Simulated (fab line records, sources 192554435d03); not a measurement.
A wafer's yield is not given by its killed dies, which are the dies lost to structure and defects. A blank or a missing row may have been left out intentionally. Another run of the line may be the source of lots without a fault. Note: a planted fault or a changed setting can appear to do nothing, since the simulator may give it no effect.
fab line records + flow n5_finfet
record
- lots=10
- wafers=30
- last_day=17
route steps=1938 shown BEOL_M15@1804 MIM_TOP@1835 MIM_TOP_LITHO@1849 PASSIVATION@1936
lots that met no fault: from a run of the same line without faults
start_h: the number of hours between the record's first day and the start of the first shown wafer of the lot + wait_h: hours from the lot's prior step to this one + " as in the row above + L1.1+2: one row covering several wafers at once + - no value, or no start given + * or withheld: withheld + < > ~ a bound
route shown NAME@n: names a module that has steps shown in the file, with the first one's number in the route + usual: mean/standard deviation taken from wafers without a fault + same: alike in all rows + chamber/n: place in a boat + sites: the reading at each site + _std_site: their standard deviation + _edge_site: outer sites' mean less inner sites' + radius_mm: for every site, how far away it sits from the centre of the wafer + mask NAME#n: copy n + behind: the last tool/chamber to shape the wafer + hold: cause of the lot's hold/its duration in hours/its outcome + device: whichever transistor did not switch (one of n, p or np) + end of line: at the end of the route, the tests of the same wafers + a step with no rows: only its recipe + killed: dies that structure and defects cost at the first sort, which is not the same as the wafer's yield + map: shows each die of a wafer: x if killed, . if not, _ if none is there
set.NAME: the setting the step ran with; set.NAME@STEP: the setting that earlier step ran with + model.NAME: the simulator's own value behind a step, which no gauge read
one table for each step of the route and one row for each wafer, over a sample of lots
services: a tool's chamber out of use, with start hour (start_h, from the record's first day; less than 0 if before it), hours out, and reason
## steps
# step N5_BEOL_M15_CD_MEAS_28
# recipe
- target_cd_nm=407.6
- landing_energy_ev=500
- detector=se_inlens
# usual
- cd_nm=406.9/1.9
| lot.wafer | tool      | chamber | start_h | wait_h | cd_nm |
|-----------|-----------|---------|---------|--------|-------|
| L746.1    | cd_sem-03 | 0       | 244.39  | -      | 405.2 |
| L746.5    | "         | 0       | "       | "      | 404.8 |
| L746.6    | "         | 0       | "       | "      | 405.1 |
| L747.1    | cd_sem-02 | 0       | 257.98  | -      | 403.7 |
| L747.2    | "         | 0       | "       | "      | 404.7 |
| L747.4    | "         | 0       | "       | "      | 402.6 |
| L749.1    | cd_sem-03 | 0       | 263.61  | -      | 409.1 |
| L749.2    | "         | 0       | "       | "      | 408.2 |
| L749.6    | "         | 0       | "       | "      | 408.4 |
| L750.1    | cd_sem-01 | 0       | 264.54  | -      | 403.4 |
| L750.4    | "         | 0       | "       | "      | 404.8 |
| L750.6    | "         | 0       | "       | "      | 405.5 |
| L757.1    | cd_sem-01 | 0       | 316.08  | -      | 405.6 |
| L757.2    | "         | 0       | "       | "      | 406.7 |
| L757.4    | "         | 0       | "       | "      | 403.8 |
| L758.1    | cd_sem-02 | 0       | 330.46  | -      | 409.0 |
| L758.3    | "         | 0       | "       | "      | 406.9 |
| L758.4    | "         | 0       | "       | "      | 407.7 |
| L765.1    | cd_sem-02 | 0       | 362.27  | -      | 406.5 |
| L765.4    | "         | 0       | "       | "      | 405.7 |
| L765.6    | "         | 0       | "       | "      | 406.8 |
| L767.2    | cd_sem-01 | 0       | 383.83  | -      | 408.6 |
| L767.3    | "         | 0       | "       | "      | 407.2 |
| L767.6    | "         | 0       | "       | "      | 409.3 |
| L769.3    | cd_sem-03 | 0       | 390.97  | -      | 407.6 |
| L769.4    | "         | 0       | "       | "      | 407.0 |
| L769.6    | "         | 0       | "       | "      | 407.2 |
| L768.1    | cd_sem-02 | 0       | 396.98  | -      | 408.5 |
| L768.3    | "         | 0       | "       | "      | 407.7 |
| L768.5    | "         | 0       | "       | "      | 407.3 |
# step N5_BEOL_M15_DESCUM_33
# recipe
- chemistry=O2
- time_s=7.9
- source_power_w=50
- bias_power_w=20
- pressure_mtorr=20
- rf_frequency_hz=2.712e+07
- temp_c=40
- o2_flow_sccm=225
# usual
- drypump_motor_current_A=5.5/0.51
- oes_product_au=0.78/0.084
- rf_vpp_V=243.1/1.4
- showerhead_plenum_p_Torr=2.09/0.066
- throttle_valve_pct=20.43/0.25
# same
- time_s=7.9
| lot.wafer | tool        | chamber | start_h | wait_h | drypump_motor_current_A | oes_product_au | rf_hours_counter_h | rf_vpp_V | showerhead_plenum_p_Torr | throttle_valve_pct |
|-----------|-------------|---------|---------|--------|-------------------------|----------------|--------------------|----------|--------------------------|--------------------|
| L746.1    | rie_diel-06 | 1       | 244.96  | 0.5    | 5.3                     | 0.84           | 81                 | 244.3    | 2.12                     | 20.49              |
| L746.5    | "           | 3       | "       | "      | 6.8                     | 0.86           | -                  | 242.3    | 2.12                     | 20.19              |
| L746.6    | "           | 0       | "       | "      | 5.5                     | 0.74           | -                  | 242.6    | 2.00                     | 20.69              |
| L747.1    | rie_diel-06 | 3       | 258.29  | 0.3    | 6.8                     | 0.84           | 64                 | 244.8    | 2.12                     | 20.17              |
| L747.2    | "           | 0       | "       | "      | 5.5                     | 0.73           | 175                | 241.2    | 2.00                     | 20.71              |
| L747.4    | "           | 1       | "       | "      | 5.4                     | 0.84           | 85                 | 243.1    | 2.12                     | 20.51              |
| L749.1    | rie_diel-06 | 2       | 263.74  | 0.1    | 5.7                     | 0.72           | 167                | 242.1    | 2.00                     | 20.84              |
| L749.2    | "           | 1       | "       | "      | 5.3                     | 0.84           | 87                 | 244.8    | 2.12                     | 20.51              |
| L749.6    | "           | 3       | "       | "      | 6.7                     | 0.84           | -                  | 244.3    | 2.12                     | 20.18              |
| L750.1    | rie_diel-03 | 2       | 264.63  | 0.0    | 4.8                     | 0.90           | 23                 | 242.8    | 2.05                     | 19.92              |
| L750.4    | "           | 0       | "       | "      | 5.3                     | 0.69           | 221                | 244.3    | 2.16                     | 20.47              |
| L750.6    | "           | 0       | "       | "      | 5.3                     | 0.67           | -                  | 242.8    | 2.15                     | 20.49              |
| L757.1    | rie_diel-03 | 2       | 316.24  | 0.1    | 4.8                     | 0.87           | 39                 | 243.4    | 2.04                     | 19.94              |
| L757.2    | "           | 0       | "       | "      | 5.3                     | 0.68           | 235                | 243.4    | 2.15                     | 20.51              |
| L757.4    | "           | 1       | "       | "      | 5.1                     | 0.67           | 243                | 244.8    | 2.14                     | 20.44              |
| L758.1    | rie_diel-05 | 1       | 330.59  | 0.1    | 5.6                     | 0.86           | 41                 | 245.1    | 2.21                     | 20.49              |
| L758.3    | "           | 3       | "       | "      | 5.4                     | 0.71           | 217                | 244.4    | 2.16                     | 20.48              |
| L758.4    | "           | 2       | "       | "      | 6.0                     | 0.91           | 28                 | 242.4    | 2.05                     | 20.44              |
| L765.1    | rie_diel-05 | 0       | 362.36  | 0.0    | 5.3                     | 0.72           | 216                | 242.4    | 2.06                     | 20.22              |
| L765.4    | "           | 3       | "       | "      | 5.4                     | 0.70           | 227                | 245.8    | 2.16                     | 20.48              |
| L765.6    | "           | 1       | "       | "      | 5.6                     | 0.84           | -                  | 244.2    | 2.21                     | 20.49              |
| L767.2    | rie_diel-05 | 2       | 383.91  | 0.0    | 6.0                     | 0.87           | 43                 | 243.2    | 2.04                     | 20.47              |
| L767.3    | "           | 3       | "       | "      | 5.4                     | 0.70           | 233                | 242.7    | 2.16                     | 20.49              |
| L767.6    | "           | 2       | "       | "      | 6.0                     | 0.88           | -                  | 242.3    | 2.04                     | 20.47              |
| L769.3    | rie_diel-06 | 0       | 391.35  | 0.3    | 5.5                     | 0.71           | -                  | 240.5    | 1.99                     | 20.75              |
| L769.4    | "           | 2       | "       | "      | 5.7                     | 0.68           | -                  | 241.1    | 1.99                     | 20.91              |
| L769.6    | "           | 2       | "       | "      | 5.7                     | 0.69           | -                  | 241.0    | 1.99                     | 20.89              |
| L768.1    | rie_diel-05 | 0       | 397.31  | 0.3    | 5.3                     | 0.71           | 226                | 241.3    | 2.06                     | 20.22              |
| L768.3    | "           | 2       | "       | "      | 6.0                     | 0.88           | 47                 | 242.6    | 2.04                     | 20.47              |
| L768.5    | "           | 2       | "       | "      | 6.0                     | 0.88           | -                  | 242.2    | 2.04                     | 20.46              |
# step N5_BEOL_M15_SPUTTER_45
# recipe
- material=Cu
- target_thk_a=1000
- temp_c=-20
- bias_v=60
- power_w=26000
- chamber_pressure_pa=0.13
- time_s=16.67
# usual
- chamber_pressure_pa=0.12999/0.00024
- chuck_sensor_temp_C=-16.0/0.57
- throttle_valve_pct=29.5/0.89
# same
- time_s=16.67
| lot.wafer | tool           | chamber | start_h | wait_h | chamber_pressure_pa | chuck_sensor_temp_C | throttle_valve_pct |
|-----------|----------------|---------|---------|--------|---------------------|---------------------|--------------------|
| L746.1    | pvd_sputter-03 | -       | 247.84  | 0.0    | 0.12977             | -15.3               | 29.3               |
| L746.5    | "              | -       | "       | "      | 0.1297              | -16.5               | 30.3               |
| L746.6    | "              | -       | "       | "      | 0.12972             | -15.1               | 29.0               |
| L747.1    | pvd_sputter-03 | -       | 260.49  | 0.0    | 0.13018             | -15.4               | 29.4               |
| L747.2    | "              | -       | "       | "      | 0.13015             | -15.0               | 29.0               |
| L747.4    | "              | -       | "       | "      | 0.13024             | -16.6               | 30.2               |
| L749.1    | pvd_sputter-03 | -       | 264.73  | 0.0    | 0.13011             | -16.1               | 29.1               |
| L749.2    | "              | -       | "       | "      | 0.13032             | -15.3               | 29.2               |
| L749.6    | "              | -       | "       | "      | 0.12985             | -16.0               | 29.3               |
| L750.1    | pvd_sputter-03 | -       | 267.17  | 0.0    | 0.12978             | -16.5               | 30.2               |
| L750.4    | "              | -       | "       | "      | 0.13002             | -15.1               | 29.2               |
| L750.6    | "              | -       | "       | "      | 0.13041             | -15.0               | 29.0               |
| L757.1    | pvd_sputter-03 | -       | 321.50  | 0.0    | 0.13025             | -15.5               | 29.5               |
| L757.2    | "              | -       | "       | "      | 0.13003             | -16.5               | 30.4               |
| L757.4    | "              | -       | "       | "      | 0.12993             | -15.1               | 28.9               |
| L758.1    | pvd_sputter-01 | -       | 333.21  | 0.0    | 0.12987             | -16.2               | 28.9               |
| L758.3    | "              | -       | "       | "      | 0.12979             | -16.4               | 31.6               |
| L758.4    | "              | -       | "       | "      | 0.1299              | -16.3               | 31.7               |
| L765.1    | pvd_sputter-03 | -       | 364.98  | 0.0    | 0.13028             | -15.3               | 28.9               |
| L765.4    | "              | -       | "       | "      | 0.12959             | -15.2               | 29.3               |
| L765.6    | "              | -       | "       | "      | 0.1306              | -15.1               | 29.0               |
| L767.2    | pvd_sputter-01 | -       | 386.84  | 0.0    | 0.12992             | -16.4               | 31.8               |
| L767.3    | "              | -       | "       | "      | 0.13034             | -16.4               | 29.4               |
| L767.6    | "              | -       | "       | "      | 0.12931             | -16.1               | 29.1               |
| L769.3    | pvd_sputter-03 | -       | 395.81  | 0.0    | 0.12982             | -15.2               | 29.1               |
| L769.4    | "              | -       | "       | "      | 0.12983             | -16.0               | 29.2               |
| L769.6    | "              | -       | "       | "      | 0.13014             | -15.9               | 29.0               |
| L768.1    | pvd_sputter-02 | -       | 398.90  | 0.0    | 0.12993             | -15.8               | 29.5               |
| L768.3    | "              | -       | "       | "      | 0.12998             | -16.0               | 29.7               |
| L768.5    | "              | -       | "       | "      | 0.13006             | -15.9               | 29.8               |
# step N5_MIM_TOP_ALD_01
# recipe
- material=HfO2
- target_thk_a=56
- temp_c=withheld
- ald_precursor_family=Hf-amide
- ald_co_reactant=O3
- pulse_time_s=1
- purge_time_s=3
- co_reactant_purge_time_s=2
- co_reactant_pulse_time_s=3
- ald_cycles=62
# usual
- precursor_pulse_height_rel=1.001/0.019
| lot.wafer | tool      | chamber | start_h | wait_h | precursor_pulse_height_rel |
|-----------|-----------|---------|---------|--------|----------------------------|
| L746.1    | ald_hk-02 | 2       | 254     | -      | 1.016                      |
| L746.5    | "         | 2       | "       | "      | 1.010                      |
| L746.6    | "         | 1       | "       | "      | 1.027                      |
| L747.1    | ald_hk-01 | 1       | 263     | -      | 1.041                      |
| L747.2    | "         | 2       | "       | "      | 0.978                      |
| L747.4    | "         | 0       | "       | "      | 0.977                      |
| L749.1    | ald_hk-02 | 2       | 267     | -      | 0.957                      |
| L749.2    | "         | 3       | "       | "      | 0.994                      |
| L749.6    | "         | 3       | "       | "      | 1.015                      |
| L750.1    | ald_hk-02 | 0       | 270     | -      | 1.016                      |
| L750.4    | "         | 1       | "       | "      | 1.029                      |
| L750.6    | "         | 0       | "       | "      | 1.015                      |
| L757.1    | ald_hk-02 | 3       | 323     | -      | 0.998                      |
| L757.2    | "         | 0       | "       | "      | 1.021                      |
| L757.4    | "         | 1       | "       | "      | 1.026                      |
| L758.1    | ald_hk-02 | 3       | 336     | -      | 0.998                      |
| L758.3    | "         | 2       | "       | "      | 1.035                      |
| L758.4    | "         | 1       | "       | "      | 1.027                      |
| L765.1    | ald_hk-03 | 1       | 367     | -      | 0.993                      |
| L765.4    | "         | 0       | "       | "      | 1.011                      |
| L765.6    | "         | 2       | "       | "      | 0.984                      |
| L767.2    | ald_hk-03 | 3       | 389     | -      | 0.981                      |
| L767.3    | "         | 2       | "       | "      | 0.995                      |
| L767.6    | "         | 0       | "       | "      | 1.010                      |
| L769.3    | ald_hk-01 | 3       | 398     | -      | 0.966                      |
| L769.4    | "         | 0       | "       | "      | 0.991                      |
| L769.6    | "         | 2       | "       | "      | 1.029                      |
| L768.1    | ald_hk-03 | 1       | 401     | -      | 0.990                      |
| L768.3    | "         | 3       | "       | "      | 0.987                      |
| L768.5    | "         | 0       | "       | "      | 0.998                      |
# step N5_MIM_TOP_LITHO_INSPECT_12
# recipe
- mode=adi
- inspect_instrument=macro
# usual
- raw_defect_count=2.2/1.5
| lot.wafer | tool              | chamber | start_h | wait_h | raw_defect_count |
|-----------|-------------------|---------|---------|--------|------------------|
| L746.1    | defect_inspect-02 | -       | 255.59  | 0.0    | 0                |
| L746.5    | "                 | -       | "       | "      | 2                |
| L746.6    | "                 | -       | "       | "      | 2                |
| L747.1    | defect_inspect-01 | -       | 264.19  | 0.0    | 6                |
| L747.2    | "                 | -       | "       | "      | 1                |
| L747.4    | "                 | -       | "       | "      | 2                |
| L749.1    | defect_inspect-02 | -       | 269.10  | 0.0    | 0                |
| L749.2    | "                 | -       | "       | "      | 3                |
| L749.6    | "                 | -       | "       | "      | 3                |
| L750.1    | defect_inspect-02 | -       | 272.20  | 0.0    | 1                |
| L750.4    | "                 | -       | "       | "      | 1                |
| L750.6    | "                 | -       | "       | "      | 0                |
| L757.1    | defect_inspect-02 | -       | 326.69  | 0.0    | >300             |
| L757.2    | "                 | -       | "       | "      | 3                |
| L757.4    | "                 | -       | "       | "      | 4                |
| L758.1    | defect_inspect-01 | -       | 337.06  | 0.0    | >300             |
| L758.3    | "                 | -       | "       | "      | 3                |
| L758.4    | "                 | -       | "       | "      | 0                |
| L765.1    | defect_inspect-02 | -       | 368.44  | 0.0    | 4                |
| L765.4    | "                 | -       | "       | "      | 5                |
| L765.6    | "                 | -       | "       | "      | 4                |
| L767.2    | defect_inspect-01 | -       | 391.66  | 0.0    | 1                |
| L767.3    | "                 | -       | "       | "      | 1                |
| L767.6    | "                 | -       | "       | "      | 3                |
| L769.3    | defect_inspect-02 | -       | 399.79  | 0.0    | 2                |
| L769.4    | "                 | -       | "       | "      | 3                |
| L769.6    | "                 | -       | "       | "      | 0                |
| L768.1    | defect_inspect-01 | -       | 404.59  | 0.0    | 3                |
| L768.3    | "                 | -       | "       | "      | 3                |
| L768.5    | "                 | -       | "       | "      | 1                |
# step N5_PASSIVATION_PROBE_49
# usual
- defect_limited_yield=91.1/1.4
- killed_at_M0_to_M3=35/8.7
- killed_at_M4_up=14/5.3
- killed_at_contacts=12/6.2
- killed_at_front_end=41/12
- killed_at_other=3.4/2.6
- killed_dies=105/16
- killed_on_rim=14/3.8
- killed_open=67/13
- killed_short=36/7.3
- sort_bin_5_function=5.2/0.96
- sort_bin_6_memory=3.3/0.6
- sort_n_pass=1075/16
- sort_yield_pct=91.1/1.4
# same
- gross_dies=1180
- killed_at_back_side=0
- sort_bin_4_leakage[%]=0
- sort_bin_8_speed[%]=0
| lot.wafer | tool      | chamber | start_h | wait_h | defect_limited_yield[%] | killed_at_M0_to_M3 | killed_at_M4_up | killed_at_contacts | killed_at_front_end | killed_at_other | killed_dies | killed_on_rim | killed_open | killed_short | sort_bin_5_function[%] | sort_bin_6_memory[%] | sort_n_pass | sort_yield_pct[%] |
|-----------|-----------|---------|---------|--------|-------------------------|--------------------|-----------------|--------------------|---------------------|-----------------|-------------|---------------|-------------|--------------|------------------------|----------------------|-------------|-------------------|
| L757.1    | prober-01 | -       | 336.10  | 0.0    | 81.3                    | 34                 | 11              | 9                  | 34                  | 133             | 221         | 30            | 53          | 33           | 10.6                   | 3.6                  | 959         | 81.3              |
| L757.2    | prober-01 | -       | 336.15  | 0.1    | 91.0                    | 36                 | 8               | 13                 | 45                  | 4               | 106         | 20            | 60          | 41           | 4.9                    | 3.1                  | 1074        | 91.0              |
| L757.4    | prober-01 | -       | 336.25  | 0.2    | 91.1                    | 32                 | 3               | 16                 | 46                  | 8               | 105         | 13            | 66          | 38           | 5.8                    | 2.7                  | 1075        | 91.1              |
| L758.1    | prober-02 | -       | 347.91  | 0.2    | 78.5                    | 36                 | 7               | 9                  | 57                  | 145             | 254         | 26            | 71          | 38           | 13.5                   | 4.3                  | 926         | 78.5              |
| L758.3    | prober-02 | -       | 348.01  | 0.3    | 91.4                    | 29                 | 17              | 6                  | 43                  | 7               | 102         | 19            | 67          | 35           | 5.3                    | 3.2                  | 1078        | 91.4              |
| L758.4    | prober-02 | -       | 348.06  | 0.3    | 91.9                    | 36                 | 4               | 5                  | 50                  | 1               | 96          | 8             | 58          | 37           | 5.0                    | 2.5                  | 1084        | 91.9              |
# killed by level:class
L757.1 MIM_TOP:unspecified=133 BEOL_M0_SAQP:geometric_particle:short=11 MOL_CONTACT_COAG:geometric_particle:open=8 DUMMY_GATE:geometric_particle:open=6 GATE_CUT:geometric_particle:short=6 BEOL_M0:geometric_particle:open=6 BEOL_M2:geometric_particle:open=6 STI_FIN_REVEAL:geometric_particle:open=4
L757.2 BEOL_M0_SAQP:geometric_particle:short=13 BEOL_M0_SAQP:geometric_particle:open=11 MOL_CONTACT_COAG:geometric_particle:open=10 STI_FIN_REVEAL:geometric_particle:open=8 GATE_CUT:geometric_particle:short=8 BEOL_M3:geometric_particle:open=6 FIN_SAQP:geometric_particle:short=4 HKMG_FIN:area_etch=4
L757.4 BEOL_M0_SAQP:geometric_particle:open=13 MOL_CONTACT_COAG:geometric_particle:open=13 FIN_SAQP:geometric_particle:short=12 GATE_CUT:geometric_particle:short=9 FIN_SAQP:geometric_particle:open=8 BEOL_M0_SAQP:geometric_particle:short=6 STI_FIN_REVEAL:geometric_particle:open=5 BEOL_M1:geometric_particle:open=4
L758.1 MIM_TOP:unspecified=143 FIN_SAQP:geometric_particle:open=24 BEOL_M0_SAQP:geometric_particle:open=10 FIN_SAQP:geometric_particle:short=8 BEOL_M2:geometric_particle:open=7 BEOL_M3:geometric_particle:open=7 STI_FIN_REVEAL:geometric_particle:open=6 BEOL_M0_SAQP:geometric_particle:short=6
L758.3 FIN_SAQP:geometric_particle:open=18 FIN_SAQP:geometric_particle:short=9 BEOL_M3:geometric_particle:open=9 BEOL_M4:geometric_particle:open=7 BEOL_M0_SAQP:geometric_particle:short=6 BEOL_M0_SAQP:geometric_particle:open=5 MOL_CONTACT_COAG:geometric_particle:open=4 STI_FIN_REVEAL:geometric_particle:open=3
L758.4 BEOL_M3:geometric_particle:open=12 FIN_SAQP:geometric_particle:short=9 GATE_CUT:geometric_particle:short=8 BEOL_M0_SAQP:geometric_particle:open=8 FIN_SAQP:geometric_particle:open=7 GATE_CUT:geometric_particle:open=6 STI_FIN_REVEAL:geometric_particle:open=4 BEOL_M0_SAQP:geometric_particle:short=4
## services
| tool           | chamber | start_h | hours | kind                          |
|----------------|---------|---------|-------|-------------------------------|
| ald_hk-01      | -       | 236.67  | 2.8   | pm                            |
| rie_diel-05    | 3       | 240.96  | 8.6   | repair                        |
| rie_diel-05    | 2       | 283.44  | 5.7   | repair                        |
| ald_hk-03      | -       | 287.00  | 1.7   | repair                        |
| rie_diel-03    | 1       | 291.24  | 4.8   | repair                        |
| rie_diel-03    | -       | 296.14  | 0.2   | repair                        |
| rie_diel-06    | -       | 307.82  | 0.2   | repair                        |
| ald_hk-03      | -       | 333.28  | 8.7   | pm                            |
| rie_diel-03    | 1       | 340.61  | -     | clean                         |
| rie_diel-03    | 1       | 340.61  | -     | consumable_replace:focus_ring |
| rie_diel-03    | 0       | 341.19  | 7.5   | repair                        |
| pvd_sputter-01 | -       | 363.13  | 9.5   | repair                        |
| pvd_sputter-02 | -       | 369.14  | 3.4   | repair                        |
| rie_diel-03    | 0       | 369.79  | -     | clean                         |
| rie_diel-03    | 0       | 369.79  | -     | consumable_replace:esc        |
| rie_diel-03    | 0       | 369.79  | -     | consumable_replace:focus_ring |
| rie_diel-03    | 0       | 369.79  | 35.6  | scheduled_down                |
| rie_diel-03    | 0       | 369.79  | 35.6  | vent_cycle                    |
| rie_diel-06    | 1       | 372.25  | 20.2  | repair                        |
| rie_diel-05    | 2       | 385.76  | 2.4   | repair                        |
| rie_diel-06    | 0       | 394.34  | 4.2   | repair                        |
## key
first_sign
- step=N5_MIM_TOP_LITHO_INSPECT_12
- reading=raw_defect_count
- direction=up
- sigmas=99+
- usual=2.2
- struck=>300
effect
- step=N5_PASSIVATION_PROBE_49
- reading=killed_at_other
- direction=up
- sigmas=51
- usual=3.4
- struck=139
more_kills_born_at
- N5_MIM_TOP_ALD_01@ald_hk-02=276
met_at N5_MIM_TOP_ALD_01
struck_lots L757,L758
struck_wafers L757.1,L758.1
not_acting_at N5_BEOL_M15_CD_MEAS_28,N5_BEOL_M15_DESCUM_33,N5_BEOL_M15_SPUTTER_45
onset_between 267 323
fault
- kind=chamber_particle_source
- tool=ald_hk-02
- chamber=3
- onset_h=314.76
- steps=N5_MIM_TOP_ALD_01
- rate_per_visit_cm2=1.7076
- end_h=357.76
